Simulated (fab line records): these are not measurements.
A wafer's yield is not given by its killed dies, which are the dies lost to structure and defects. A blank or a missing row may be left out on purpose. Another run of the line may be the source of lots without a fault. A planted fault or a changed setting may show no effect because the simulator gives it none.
fab line records + flow nandHarc
record:
- lots: 5
- wafers: 15
- lastDay: 32
route steps=1302 shown P_M2@329 P_BONDPAD@351 END@1302
lots untouched by any fault: they come from a run of this same line in which no faults occurred
startH: start of the lot's first displayed wafer, in hours after the record's first day + waitH: hours since the lot's step before + " repeats the value in the row above + L1.1+2: a row that stands for several wafers + - value missing, or start not given + * or withheld: withheld + < > ~ a bound
route shown NAME@n: a module of which the file shows steps, and the number in the route of the first + usual: mean/standard deviation taken from wafers without a fault + same: alike in all rows + chamber/n: place in a boat + sites: each site's reading + _std_site: the standard deviation of these + _edge_site: inner sites' mean taken away from outer sites' mean + radiusMm: for every site, how far away it sits from the centre of the wafer + mask NAME#n: copy n + behind: the tool/chamber that last shaped the wafer + hold: cause of the lot's hold/its duration in hours/its outcome + device: whichever transistor did not switch (one of n, p or np) + end of line: the route-end tests of the same wafers + for a step that has no rows: nothing shown but its recipe + killed: count of dies lost to structure and defects at first sort (not the wafer's yield) + map: shows each die of a wafer: x if killed, . if not, _ if none is there
set.NAME: the setting that was run; set.NAME@STEP: the one run at that earlier step + model.NAME: the simulator's own value behind a step, which no gauge read
certain route steps with their lots: each step a table, each wafer a row
services: from which hour (startH, from the record's first day; less than 0 if before it) a tool's chamber was out of use, for how many hours, and why
== steps ==
step: NHARC_P_M2_OVL_MEAS_10
recipe:
- pitchNm: 340
usual:
- overlayXNm: 0.0/0.71
- overlayYNm: 0.0/0.84
| lot.wafer | tool       | chamber | startH | waitH | overlayXNm | overlayYNm |
|-----------|------------|---------|--------|-------|------------|------------|
| L322.1    | overlay-02 | -       | 174.11 | -     | -0.8       | -0.1       |
| L322.2    | "          | -       | "      | "     | -0.2       | -0.1       |
| L322.6    | "          | -       | "      | "     | 0.5        | -0.5       |
| L325.2    | overlay-01 | -       | 209.33 | -     | -0.3       | 0.1        |
| L325.3    | "          | -       | "      | "     | -0.3       | 0.8        |
| L325.4    | "          | -       | "      | "     | -0.2       | 0.6        |
| L326.2    | overlay-02 | -       | 222.70 | -     | 0.0        | 0.5        |
| L326.3    | "          | -       | "      | "     | 0.0        | 0.6        |
| L326.4    | "          | -       | "      | "     | 0.1        | 0.0        |
| L327.2    | overlay-01 | -       | 237.90 | -     | -0.1       | 0.4        |
| L327.4    | "          | -       | "      | "     | -1.1       | 0.5        |
| L327.5    | "          | -       | "      | "     | -0.9       | 0.8        |
| L337.2    | overlay-01 | -       | 334.97 | -     | -0.6       | 0.3        |
| L337.5    | "          | -       | "      | "     | -0.8       | -0.1       |
| L337.6    | "          | -       | "      | "     | -1.7       | -0.1       |
step: NHARC_P_M2_INSPECT_11
usual:
- rawDefectCount: 4.5/2.2
| lot.wafer | tool             | chamber | startH | waitH | rawDefectCount |
|-----------|------------------|---------|--------|-------|----------------|
| L322.1    | defectInspect-01 | -       | 174.14 | 0.0   | 2              |
| L322.2    | "                | -       | "      | "     | 7              |
| L322.6    | "                | -       | "      | "     | 2              |
| L325.2    | defectInspect-02 | -       | 209.36 | 0.0   | 3              |
| L325.3    | "                | -       | "      | "     | 2              |
| L325.4    | "                | -       | "      | "     | 2              |
| L326.2    | defectInspect-02 | -       | 222.74 | 0.0   | 2              |
| L326.3    | "                | -       | "      | "     | 8              |
| L326.4    | "                | -       | "      | "     | 5              |
| L327.2    | defectInspect-01 | -       | 237.94 | 0.0   | 4              |
| L327.4    | "                | -       | "      | "     | 6              |
| L327.5    | "                | -       | "      | "     | 1              |
| L337.2    | defectInspect-01 | -       | 335.00 | 0.0   | 3              |
| L337.5    | "                | -       | "      | "     | 7              |
| L337.6    | "                | -       | "      | "     | 9              |
step: NHARC_P_M2_DESCUM_14
recipe:
- timeS: 3
- o2FlowSccm: 200
- arFlowSccm: 0
- biasPowerW: 0
- chemistry: O2
step: NHARC_P_M2_ETCH_35
recipe:
- targetDepthA: 400
- overetchA: 120
- timeS: 43.94
- ionEnergyEv: 200
- n2FlowSccm: 150
- h2FlowSccm: 150
- arFlowSccm: 0
- rfW: 400
- biasW: 150
- chemistry: N2/H2
step: NHARC_P_M2_ETCH_15
recipe:
- targetDepthA: 1825
- timeS: 91.2
- c4f8FlowSccm: withheld
- arFlowSccm: 400
- rfW: 600
- biasW: 300
- chemistry: C4F8/Ar
usual:
- oesProductAu: 0.947/0.025
- rfVppV: 441/3.2
| lot.wafer | tool       | chamber | startH | waitH | oesProductAu | rfHoursCounterH | rfVppV |
|-----------|------------|---------|--------|-------|--------------|-----------------|--------|
| L322.1    | rieDiel-03 | 3       | -      | -     | 0.985        | 3.4             | 444    |
| L322.2    | "          | 0       | "      | "     | 0.977        | 3.7             | 440    |
| L322.6    | "          | 2       | "      | "     | 0.960        | -               | 437    |
| L325.4    | rieDiel-03 | 1       | -      | -     | 0.969        | 3.3             | 444    |
| L325.2    | "          | 2       | "      | "     | 0.970        | 4.8             | 437    |
| L325.3    | "          | 3       | "      | "     | 0.970        | 5.1             | 444    |
| L326.4    | rieDiel-03 | 1       | -      | -     | 0.953        | 4.1             | 445    |
| L326.3    | "          | 3       | "      | "     | 0.984        | 5.9             | 442    |
| L326.2    | "          | 0       | "      | "     | 0.943        | 5.9             | 440    |
| L327.4    | rieDiel-12 | 2       | -      | -     | 0.914        | 7.1             | 443    |
| L327.2    | "          | 3       | "      | "     | 0.918        | 6.4             | 438    |
| L327.5    | "          | 3       | "      | "     | 0.918        | -               | 437    |
| L337.2    | rieDiel-03 | 1       | -      | -     | 0.964        | 2.3             | 445    |
| L337.6    | "          | 1       | "      | "     | 0.965        | -               | 445    |
| L337.5    | "          | 2       | "      | "     | 0.957        | -               | 436    |
step: NHARC_P_M2_CD_MEAS_16
usual:
- cdNm: 170.2/0.92
| lot.wafer | tool     | chamber | startH | waitH | cdNm  |
|-----------|----------|---------|--------|-------|-------|
| L322.1    | cdSem-01 | -       | 174.51 | -     | 171.4 |
| L322.2    | "        | -       | "      | "     | 170.8 |
| L322.6    | "        | -       | "      | "     | 171.3 |
| L325.2    | cdSem-03 | -       | 209.73 | -     | 171.4 |
| L325.3    | "        | -       | "      | "     | 172.2 |
| L325.4    | "        | -       | "      | "     | 170.7 |
| L326.2    | cdSem-03 | -       | 223.11 | -     | 170.4 |
| L326.3    | "        | -       | "      | "     | 169.5 |
| L326.4    | "        | -       | "      | "     | 171.2 |
| L327.2    | cdSem-02 | -       | 238.31 | -     | 169.8 |
| L327.4    | "        | -       | "      | "     | 171.1 |
| L327.5    | "        | -       | "      | "     | 170.7 |
| L337.2    | cdSem-01 | -       | 335.41 | -     | 169.6 |
| L337.5    | "        | -       | "      | "     | 169.9 |
| L337.6    | "        | -       | "      | "     | 170.7 |
step: NHARC_P_M2_STRIP_18
recipe:
- powerW: 1000
- n2FlowSccm: 150
- h2FlowSccm: 150
- arFlowSccm: 0
- biasW: 0
- chemistry: N2/H2
usual:
- drypumpMotorCurrentA: 5.8/0.41
- oesProductAu: 0.997/0.01
- rfVppV: 90.7/1
- showerheadPlenumPTorr: 2.05/0.11
- throttleValvePct: 14.171/0.0089
| lot.wafer | tool       | chamber | startH | waitH | drypumpMotorCurrentA | oesProductAu | rfHoursCounterH | rfVppV | showerheadPlenumPTorr | throttleValvePct |
|-----------|------------|---------|--------|-------|----------------------|--------------|-----------------|--------|-----------------------|------------------|
| L322.2    | rieDiel-12 | 0       | 174.58 | 0.1   | 6.0                  | 1.010        | 6.4             | 91.0   | 1.93                  | 14.187           |
| L322.1    | "          | 1       | "      | "     | 6.2                  | 0.982        | 5.5             | 88.2   | 1.93                  | 14.184           |
| L322.6    | "          | 2       | "      | "     | 5.6                  | 0.982        | -               | 89.3   | 2.06                  | 14.180           |
| L325.4    | rieDiel-04 | 1       | 209.80 | 0.1   | 5.4                  | 1.001        | 0.4             | 90.8   | 2.19                  | 14.174           |
| L325.2    | "          | 2       | "      | "     | 5.7                  | 0.982        | 0.4             | 92.4   | 2.10                  | 14.157           |
| L325.3    | "          | 3       | "      | "     | 6.5                  | 0.998        | 0.4             | 92.6   | 2.20                  | 14.164           |
| L326.4    | rieDiel-04 | 3       | 223.18 | 0.1   | 6.5                  | 0.997        | 1.1             | 91.2   | 2.20                  | 14.175           |
| L326.2    | "          | 1       | "      | "     | 5.4                  | 0.993        | 1.5             | 91.3   | 2.19                  | 14.160           |
| L326.3    | "          | 2       | "      | "     | 5.7                  | 0.973        | 1.0             | 90.1   | 2.10                  | 14.168           |
| L327.4    | rieDiel-03 | 2       | 238.40 | 0.1   | 5.7                  | 0.986        | 6.0             | 88.8   | 1.91                  | 14.162           |
| L327.2    | "          | 0       | "      | "     | 5.9                  | 0.983        | 6.6             | 90.3   | 2.03                  | 14.159           |
| L327.5    | "          | 1       | "      | "     | 6.3                  | 0.996        | -               | 91.4   | 2.18                  | 14.173           |
| L337.2    | rieDiel-04 | 2       | 335.56 | 0.1   | 5.7                  | 0.988        | 5.3             | 89.7   | 2.10                  | 14.162           |
| L337.6    | "          | 3       | "      | "     | 6.5                  | 0.996        | -               | 90.8   | 2.19                  | 14.154           |
| L337.5    | "          | 0       | "      | "     | 5.5                  | 1.000        | -               | 91.7   | 2.10                  | 14.177           |
step: NHARC_P_M2_ETCH_28
recipe:
- targetDepthA: 300
- overEtchFrac: 0.3
- timeS: 72.99
- ionEnergyEv: 150
- cf4FlowSccm: 50
- n2FlowSccm: 100
- arFlowSccm: 150
- rfW: 300
- biasW: 100
- chemistry: CF4/N2
step: NHARC_P_M2_STRIP_19
recipe:
- timeS: 600
- tempC: 30
- chemistry: postEtchResidueRemover
step: NHARC_P_M2_DEGAS_29
recipe:
- tempC: 250
- timeS: 60
step: NHARC_P_M2_PRE_CLEAN_30
recipe:
- timeS: 30
- tempC: 280
- gas: H2/He
step: NHARC_P_M2_PVD_20
recipe:
- targetThkA: 50
- biasV: 168.6
- powerW: 15000
- chamberPressurePa: 0.12
- timeS: 8.06
- substrateTempC: 50
- material: TaN
step: NHARC_P_M2_PVD_21
recipe:
- targetThkA: 300
- chamberPressurePa: 5
- powerW: 5000
- substrateTempC: 30
- timeS: 20.49
- material: Cu
usual:
- substrateTempC: 30.00/0.12
- throttleValvePct: 29.6/0.77
| lot.wafer | tool          | chamber | startH | waitH | substrateTempC | throttleValvePct |
|-----------|---------------|---------|--------|-------|----------------|------------------|
| L322.1    | pvdSputter-01 | -       | 175.53 | -     | 29.91          | 28.5             |
| L322.2    | "             | -       | "      | "     | 29.92          | 31.0             |
| L322.6    | "             | -       | "      | "     | 30.03          | 30.1             |
| L325.4    | pvdSputter-02 | -       | 210.68 | -     | 29.90          | 29.8             |
| L325.2    | "             | -       | "      | "     | 29.96          | 30.8             |
| L325.3    | "             | -       | "      | "     | 29.93          | 29.9             |
| L326.3    | pvdSputter-03 | -       | 224.04 | -     | 29.90          | 29.4             |
| L326.2    | "             | -       | "      | "     | 30.04          | 28.8             |
| L326.4    | "             | -       | "      | "     | 29.97          | 29.6             |
| L327.2    | pvdSputter-01 | -       | 239.25 | -     | 30.00          | 28.8             |
| L327.4    | "             | -       | "      | "     | 30.04          | 30.8             |
| L327.5    | "             | -       | "      | "     | 30.00          | 29.8             |
| L337.2    | pvdSputter-03 | -       | 336.36 | -     | 30.08          | 28.7             |
| L337.5    | "             | -       | "      | "     | 30.12          | 29.1             |
| L337.6    | "             | -       | "      | "     | 30.00          | 28.6             |
step: NHARC_P_M2_ECD_22
recipe:
- targetThkA: 4000
- bathTempC: 25
- material: Cu
step: NHARC_P_M2_ANNEAL_31
recipe:
- tempC: 225
- timeS: 90
step: NHARC_P_M2_CMP_23
recipe:
- tOverpolishS: 20
- targetThkNm: 144.3
step: NHARC_P_M2_SRD_25
step: NHARC_P_M2_INSPECT_27
usual:
- rawDefectCount: 349/140
| lot.wafer | tool             | chamber | startH | waitH | rawDefectCount |
|-----------|------------------|---------|--------|-------|----------------|
| L322.1    | defectInspect-01 | -       | 176.84 | 0.0   | 487            |
| L322.2    | "                | -       | "      | "     | 229            |
| L322.6    | "                | -       | "      | "     | 611            |
| L325.2    | defectInspect-01 | -       | 212.01 | 0.0   | 328            |
| L325.3    | "                | -       | "      | "     | 473            |
| L325.4    | "                | -       | "      | "     | 427            |
| L326.2    | defectInspect-01 | -       | 225.37 | 0.0   | 263            |
| L326.3    | "                | -       | "      | "     | 198            |
| L326.4    | "                | -       | "      | "     | 337            |
| L327.2    | defectInspect-01 | -       | 240.56 | 0.0   | 418            |
| L327.4    | "                | -       | "      | "     | 335            |
| L327.5    | "                | -       | "      | "     | 423            |
| L337.2    | defectInspect-01 | -       | 337.80 | 0.0   | 268            |
| L337.5    | "                | -       | "      | "     | 392            |
| L337.6    | "                | -       | "      | "     | 509            |
step: NHARC_P_M2_PRE_CLEAN_32
recipe:
- timeS: 12
- tempC: 370
- rfPowerW: 300
- gas: NH3
step: NHARC_P_M2_DEP_33
recipe:
- targetThkA: 300
- tempC: 370
- targetThkNm: 30
- pressureTorr: 3
- flowSccm: 200
- rfW: 450
- material: SiCN
usual:
- heaterPowerW: 556/64
| lot.wafer | tool     | chamber | startH | waitH | heaterPowerW |
|-----------|----------|---------|--------|-------|--------------|
| L322.2    | pecvd-01 | 0       | 176.99 | 0.1   | 687          |
| L322.1    | "        | 1       | "      | "     | 660          |
| L322.6    | "        | 2       | "      | "     | 556          |
| L325.2    | pecvd-01 | 0       | 212.16 | 0.1   | 622          |
| L325.3    | "        | 1       | "      | "     | 639          |
| L325.4    | "        | 1       | "      | "     | 663          |
| L326.3    | pecvd-04 | 0       | 225.56 | 0.1   | 559          |
| L326.2    | "        | 1       | "      | "     | 497          |
| L326.4    | "        | 0       | "      | "     | 561          |
| L327.2    | pecvd-01 | 1       | 240.75 | 0.1   | 665          |
| L327.5    | "        | 1       | "      | "     | 651          |
| L327.4    | "        | 2       | "      | "     | 540          |
| L337.2    | pecvd-04 | 2       | 337.94 | 0.1   | 607          |
| L337.5    | "        | 2       | "      | "     | 621          |
| L337.6    | "        | 1       | "      | "     | 544          |
step: NHARC_P_BONDPAD_DEP_00
recipe:
- targetThkA: 2500
- tempC: 370
- targetThkNm: 250
- pressureTorr: 3
- flowSccm: 200
- rfW: 450
- material: SiCN
step: NHARC_P_BONDPAD_CMP_32
recipe:
- targetThkNm: 200
- material: SiCN
usual:
- motorCurrentA: 11.4/1.3
- retainingRingPressureFrac: 0.999/0.0054
- slurryFlowMlMin: 150.0/0.5
| lot.wafer | tool   | chamber | startH | waitH | motorCurrentA | retainingRingPressureFrac | slurryFlowMlMin |
|-----------|--------|---------|--------|-------|---------------|---------------------------|-----------------|
| L322.1    | cmp-01 | 2       | 177.79 | -     | 10.4          | 0.993                     | 149.6           |
| L322.2    | "      | 0       | "      | "     | 9.9           | 0.996                     | 149.3           |
| L322.6    | "      | 3       | "      | "     | 11.5          | 1.001                     | 150.7           |
| L325.2    | cmp-01 | 0       | 212.98 | -     | 9.8           | 0.985                     | 150.0           |
| L325.4    | "      | 1       | "      | "     | 11.7          | 1.004                     | 150.0           |
| L325.3    | "      | 3       | "      | "     | 11.2          | 0.998                     | 149.1           |
| L326.4    | cmp-03 | 0       | 226.38 | -     | 12.8          | 1.001                     | 150.6           |
| L326.2    | "      | 1       | "      | "     | 10.7          | 0.994                     | 150.0           |
| L326.3    | "      | 2       | "      | "     | 12.1          | 1.007                     | 149.8           |
| L327.2    | cmp-03 | 1       | 241.50 | -     | 10.9          | 1.005                     | 149.7           |
| L327.4    | "      | 3       | "      | "     | 14.4          | 1.007                     | 150.6           |
| L327.5    | "      | 2       | "      | "     | 11.4          | 1.002                     | 150.4           |
| L337.2    | cmp-03 | 1       | 339.01 | -     | 10.3          | 0.998                     | 150.3           |
| L337.5    | "      | 0       | "      | "     | 12.7          | 0.995                     | 150.3           |
step: NHARC_P_BONDPAD_THK_MEAS_33
recipe:
- thkMeasGauge: ellipsometry
usual:
- thkNm: 199.7/1.6
| lot.wafer | tool         | chamber | startH | waitH | thkNm |
|-----------|--------------|---------|--------|-------|-------|
| L322.1    | filmMetro-01 | -       | 178.04 | 0.2   | 199.9 |
| L322.2    | "            | -       | "      | "     | 199.7 |
| L322.6    | "            | -       | "      | "     | 199.1 |
| L325.2    | filmMetro-02 | -       | 213.23 | 0.2   | 198.5 |
| L325.3    | "            | -       | "      | "     | 198.6 |
| L325.4    | "            | -       | "      | "     | 198.4 |
| L326.2    | filmMetro-02 | -       | 226.61 | 0.2   | 202.3 |
| L326.3    | "            | -       | "      | "     | 202.7 |
| L326.4    | "            | -       | "      | "     | 202.7 |
| L327.2    | filmMetro-02 | -       | 241.76 | 0.2   | 201.0 |
| L327.4    | "            | -       | "      | "     | 197.1 |
| L327.5    | "            | -       | "      | "     | 200.2 |
| L337.2    | filmMetro-01 | -       | 339.24 | 0.2   | 199.3 |
| L337.5    | "            | -       | "      | "     | 198.4 |
step: NHARC_P_BONDPAD_SRD_34
step: NHARC_P_BONDPAD_DEHYDRATE_01
recipe:
- tempC: 150
- timeS: 120
step: NHARC_P_BONDPAD_HMDS_02
recipe:
- timeS: 30
step: NHARC_P_BONDPAD_COAT_36
recipe:
- tempC: 200
- timeS: 65
step: NHARC_P_BONDPAD_COAT_03
recipe:
- spinRpm: 2000
- resistThkNm: 600
step: NHARC_P_BONDPAD_SOFTBAKE_04
recipe:
- tempC: 125
- timeS: 70
step: NHARC_P_BONDPAD_EBR_05
step: NHARC_P_BONDPAD_EXPOSE_06
recipe:
- na: 0.55
- doseMj: 37.06
- maskId: P_BPAD
step: NHARC_P_BONDPAD_PEB_07
recipe:
- pebTempC: 128
- pebTimeS: 80
step: NHARC_P_BONDPAD_DEVELOP_08
recipe:
- timeS: 50
- devTempC: 22
step: NHARC_P_BONDPAD_CD_MEAS_09
recipe:
- targetCdNm: 500
- landingEnergyEv: 500
usual:
- cdNm: 499.9/1.9
| lot.wafer | tool     | chamber | startH | waitH | cdNm  |
|-----------|----------|---------|--------|-------|-------|
| L322.1    | cdSem-03 | 0       | 178.61 | -     | 499.2 |
| L322.2    | "        | 0       | "      | "     | 499.1 |
| L322.6    | "        | 0       | "      | "     | 497.1 |
| L325.2    | cdSem-02 | 0       | 213.80 | -     | 501.4 |
| L325.3    | "        | 0       | "      | "     | 500.1 |
| L325.4    | "        | 0       | "      | "     | 502.9 |
| L326.2    | cdSem-01 | 0       | 227.17 | -     | 501.2 |
| L326.3    | "        | 0       | "      | "     | 499.4 |
| L326.4    | "        | 0       | "      | "     | 497.1 |
| L327.2    | cdSem-02 | 0       | 242.20 | -     | 504.1 |
| L327.4    | "        | 0       | "      | "     | 500.7 |
| L327.5    | "        | 0       | "      | "     | 504.6 |
| L337.2    | cdSem-02 | 0       | 339.81 | -     | 500.2 |
| L337.5    | "        | 0       | "      | "     | 498.7 |
step: NHARC_P_BONDPAD_OVL_MEAS_38
usual:
- overlayXNm: -3/6
- overlayYNm: 0/4.7
| lot.wafer | tool       | chamber | startH | waitH | overlayXNm | overlayYNm |
|-----------|------------|---------|--------|-------|------------|------------|
| L322.1    | overlay-02 | -       | 178.69 | -     | -3         | 1          |
| L322.2    | "          | -       | "      | "     | -4         | 1          |
| L322.6    | "          | -       | "      | "     | -3         | 1          |
| L325.2    | overlay-02 | -       | 213.89 | -     | -2         | -5         |
| L325.3    | "          | -       | "      | "     | -2         | -5         |
| L325.4    | "          | -       | "      | "     | -3         | -6         |
| L326.2    | overlay-02 | -       | 227.26 | -     | -14        | -3         |
| L326.3    | "          | -       | "      | "     | -14        | -3         |
| L326.4    | "          | -       | "      | "     | -13        | -3         |
| L327.2    | overlay-02 | -       | 242.28 | -     | -14        | 3          |
| L327.4    | "          | -       | "      | "     | -15        | 3          |
| L327.5    | "          | -       | "      | "     | -14        | 3          |
| L337.2    | overlay-01 | -       | 339.90 | -     | 1          | -3         |
| L337.5    | "          | -       | "      | "     | 1          | -3         |
step: NHARC_P_BONDPAD_HARDBAKE_10
recipe:
- tempC: 118
- timeS: 65
step: NHARC_P_BONDPAD_DESCUM_11
recipe:
- timeS: 3
- o2FlowSccm: 200
- arFlowSccm: 0
- biasPowerW: 0
- chemistry: O2
step: NHARC_P_BONDPAD_ETCH_37
recipe:
- targetDepthA: 600
- overetchA: 180
- timeS: 65.91
- ionEnergyEv: 200
- n2FlowSccm: 150
- h2FlowSccm: 150
- arFlowSccm: 0
- rfW: 400
- biasW: 150
- chemistry: N2/H2
step: NHARC_P_BONDPAD_ETCH_12
recipe:
- targetDepthA: 2000
- timeS: 100
- chf3FlowSccm: 50
- o2FlowSccm: 10
- arFlowSccm: 200
- rfW: 500
- biasW: 200
- chemistry: CHF3/O2
usual:
- chf3FlowSccm: 50.01/0.15
- drypumpMotorCurrentA: 6.12/0.28
- oesProductAu: 0.945/0.026
- rfVppV: 370.7/2.3
- showerheadPlenumPTorr: 2.41/0.1
- throttleValvePct: 20.573/0.0087
| lot.wafer | tool       | chamber | startH | waitH | chf3FlowSccm | drypumpMotorCurrentA | oesProductAu | rfHoursCounterH | rfVppV | showerheadPlenumPTorr | throttleValvePct |
|-----------|------------|---------|--------|-------|--------------|----------------------|--------------|-----------------|--------|-----------------------|------------------|
| L322.2    | rieDiel-05 | 3       | -      | -     | 49.86        | 6.33                 | 0.992        | 6.1             | 367.8  | 2.32                  | 20.582           |
| L322.1    | "          | 0       | "      | "     | 49.82        | 5.55                 | 0.952        | 6.9             | 373.1  | 2.54                  | 20.572           |
| L322.6    | "          | 1       | "      | "     | 50.30        | 5.74                 | 0.950        | -               | 367.6  | 2.28                  | 20.581           |
| L325.4    | rieDiel-05 | 2       | -      | -     | 50.12        | 6.13                 | 0.937        | 7.5             | 373.3  | 2.48                  | 20.577           |
| L325.2    | "          | 3       | "      | "     | 50.19        | 6.34                 | 0.945        | 7.5             | 369.4  | 2.32                  | 20.578           |
| L325.3    | "          | 0       | "      | "     | 49.88        | 5.53                 | 0.935        | 8.5             | 372.0  | 2.54                  | 20.585           |
| L326.2    | rieDiel-05 | 3       | -      | -     | 50.28        | 6.34                 | 0.967        | 8.2             | 370.3  | 2.32                  | 20.584           |
| L326.4    | "          | 0       | "      | "     | 49.88        | 5.56                 | 0.966        | 9.5             | 374.0  | 2.54                  | 20.570           |
| L326.3    | "          | 1       | "      | "     | 49.97        | 5.72                 | 0.978        | 9.7             | 366.9  | 2.28                  | 20.572           |
| L327.4    | rieDiel-06 | 2       | -      | -     | 50.13        | 6.64                 | 0.932        | 2.1             | 368.9  | 2.33                  | 20.564           |
| L327.2    | "          | 0       | "      | "     | 49.86        | 6.45                 | 0.930        | 2.0             | 372.6  | 2.52                  | 20.577           |
| L327.5    | "          | 3       | "      | "     | 49.99        | 5.91                 | 0.907        | -               | 368.5  | 2.30                  | 20.579           |
| L337.2    | rieDiel-05 | 0       | -      | -     | 49.82        | 5.52                 | 0.939        | 6.2             | 374.2  | 2.54                  | 20.559           |
| L337.5    | "          | 2       | "      | "     | 49.92        | 6.14                 | 0.982        | -               | 373.2  | 2.48                  | 20.571           |
step: NHARC_P_BONDPAD_CD_MEAS_13
usual:
- cdNm: 499.4/2
| lot.wafer | tool     | chamber | startH | waitH | cdNm  |
|-----------|----------|---------|--------|-------|-------|
| L322.1    | cdSem-03 | -       | 179.13 | -     | 499.5 |
| L322.2    | "        | -       | "      | "     | 499.6 |
| L322.6    | "        | -       | "      | "     | 497.2 |
| L325.2    | cdSem-03 | -       | 214.33 | -     | 499.9 |
| L325.3    | "        | -       | "      | "     | 500.1 |
| L325.4    | "        | -       | "      | "     | 501.3 |
| L326.2    | cdSem-02 | -       | 227.70 | -     | 501.4 |
| L326.3    | "        | -       | "      | "     | 499.1 |
| L326.4    | "        | -       | "      | "     | 497.4 |
| L327.2    | cdSem-03 | -       | 242.72 | -     | 503.2 |
| L327.4    | "        | -       | "      | "     | 500.6 |
| L327.5    | "        | -       | "      | "     | 504.0 |
| L337.2    | cdSem-02 | -       | 340.35 | -     | 500.1 |
| L337.5    | "        | -       | "      | "     | 496.7 |
step: NHARC_END_SORT_01
recipe:
- tempC: 25
usual:
- defectLimitedYield: 91.2/2.6
- killedAtArray: 55/17
- killedAtOther: 1.1/1.6
- killedAtPeriphery: 3.8/2.5
- killedDies: 60/18
- killedOpen: 3.3/1.9
- killedShort: 2.5/1.7
same:
- grossDies: 677
| lot.wafer | tool      | chamber | startH | waitH | defectLimitedYield[%] | killedAtArray | killedAtOther | killedAtPeriphery | killedDies | killedOpen | killedShort |
|-----------|-----------|---------|--------|-------|-----------------------|---------------|---------------|-------------------|------------|------------|-------------|
| L337.6    | prober-02 | 0       | 768.95 | 4.0   | 0                     | 33            | 0             | 644               | 677        | 1          | 3           |
killed by level:class
L337.6 P_M2:areaPvd=638 A_CHANNEL_HOLE_D1:chamberFilmFlake=11 A_SLIT:chamberFilmFlake=9 P_CONTACT:chamberFilmFlake=5 A_CONTACT:chamberFilmFlake=5 A_WL_FILL:geometricParticle:short=3 A_M0:chamberFilmFlake=3 A_M0:geometricParticle:open=1
map L337.6 (x killed, . not)
____________x____________
_________xxxxxxx_________
_______xxxxxxxxxxx_______
______xxxxxxxxxxxxx______
_____xxxxxxxxxxxxxxx_____
____xxxxxxxxxxxxxxxxx____
____xxxxxxxxxxxxxxxxx____
___xxxxxxxxxxxxxxxxxxx___
___xxxxxxxxxxxxxxxxxxx___
__xxxxxxxxxxxxxxxxxxxxx__
__xxxxxxxxxxxxxxxxxxxxx__
_xxxxxxxxxxxxxxxxxxxxxxx_
_xxxxxxxxxxxxxxxxxxxxxxx_
_xxxxxxxxxxxxxxxxxxxxxxx_
_xxxxxxxxxxxxxxxxxxxxxxx_
_xxxxxxxxxxxxxxxxxxxxxxx_
xxxxxxxxxxxxxxxxxxxxxxxxx
xxxxxxxxxxxxxxxxxxxxxxxxx
xxxxxxxxxxxxxxxxxxxxxxxxx
xxxxxxxxxxxxxxxxxxxxxxxxx
xxxxxxxxxxxxxxxxxxxxxxxxx
_xxxxxxxxxxxxxxxxxxxxxxx_
_xxxxxxxxxxxxxxxxxxxxxxx_
_xxxxxxxxxxxxxxxxxxxxxxx_
_xxxxxxxxxxxxxxxxxxxxxxx_
_xxxxxxxxxxxxxxxxxxxxxxx_
__xxxxxxxxxxxxxxxxxxxxx__
__xxxxxxxxxxxxxxxxxxxxx__
___xxxxxxxxxxxxxxxxxxx___
___xxxxxxxxxxxxxxxxxxx___
____xxxxxxxxxxxxxxxxx____
____xxxxxxxxxxxxxxxxx____
_____xxxxxxxxxxxxxxx_____
______xxxxxxxxxxxxx______
_______xxxxxxxxxxx_______
_________xxxxxxx_________
____________x____________
map L326.4 (x killed, . not)
____________.____________
_________......._________
_______..........._______
______.............______
_____..............._____
____.................____
____.................____
___..x................___
___...................___
__.....................__
__.....................__
_......................x_
_x.x.....x.......x..x..._
_x...........x.........._
_.................x....._
_.........x............._
.............x...........
....x....................
.........................
x...........x.......x....
......................x..
_........x.........x...._
_..x...................._
_......................._
_x......................_
_......................._
__.....................__
__.....................__
___...................___
___...................___
____.................____
____.................____
_____..............._____
______.............______
_______..........._______
_________......._________
____________.____________
== services ==
| tool          | chamber | startH | hours | kind   |
|---------------|---------|--------|-------|--------|
| pecvd-04      | 0       | 156.10 | 6.4   | repair |
| cmp-03        | -       | 162.24 | 4.0   | pm     |
| pvdSputter-03 | -       | 172.59 | 10.0  | pm     |
| rieDiel-12    | 3       | 174.38 | 8.2   | repair |
| rieDiel-04    | -       | 177.90 | 9.0   | pm     |
| pecvd-04      | 1       | 184.36 | 9.4   | repair |
| rieDiel-03    | 1       | 193.36 | 5.2   | repair |
| cmp-01        | -       | 193.68 | 4.0   | pm     |
| rieDiel-05    | -       | 202.53 | 1.9   | repair |
| pecvd-01      | -       | 204.77 | 3.1   | repair |
| pvdSputter-01 | -       | 209.98 | 1.1   | repair |
| pvdSputter-01 | -       | 223.46 | 0.5   | repair |
| rieDiel-05    | -       | 229.60 | 9.0   | pm     |
| rieDiel-03    | 0       | 236.72 | 1.6   | repair |
| cmp-03        | -       | 251.07 | 0.3   | repair |
| cmp-03        | -       | 254.62 | 0.5   | repair |
| cmp-03        | -       | 260.24 | 4.0   | pm     |
| rieDiel-03    | -       | 281.30 | 9.0   | pm     |
| pecvd-01      | -       | 311.64 | 13.0  | pm     |
| rieDiel-05    | -       | 314.50 | 1.0   | repair |
| rieDiel-04    | -       | 317.41 | 0.2   | repair |
| cmp-03        | -       | 323.78 | 0.7   | repair |
| cmp-03        | -       | 324.64 | 1.0   | repair |
| rieDiel-05    | 1       | 325.77 | 4.3   | repair |
== key ==
firstSign:
- step: NHARC_END_SORT_01
- reading: killedAtPeriphery
- direction: up
- sigmas: 99+
- usual: 3.8
- struck: 644
effect:
- step: NHARC_END_SORT_01
- reading: defectLimitedYield
- direction: down
- sigmas: 35
- usual: 91.2
- struck: 0
moreKillsBornAt:
- NHARC_P_M2_PVD_21@pvdSputter-03: 638
metAt NHARC_P_M2_PVD_21
struckWafers L337.6
laterRowsLeftOut L337.6
onsetBetween 224.04 336.36
fault:
- kind: processParameterDrift
- tool: pvdSputter-03
- chamber: -
- onsetH: 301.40
- steps: NHARC_P_M2_PVD_21
- channel: targetThkA
- offset: *
- shape: step
- endH: 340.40
- scope: struckWafersOnly
- actsIn: *
- stated: *
laterRowsLeftOut: the simulator's readings of these wafers behind a module that went badly wrong aren't trusted and aren't shown, but for the sort
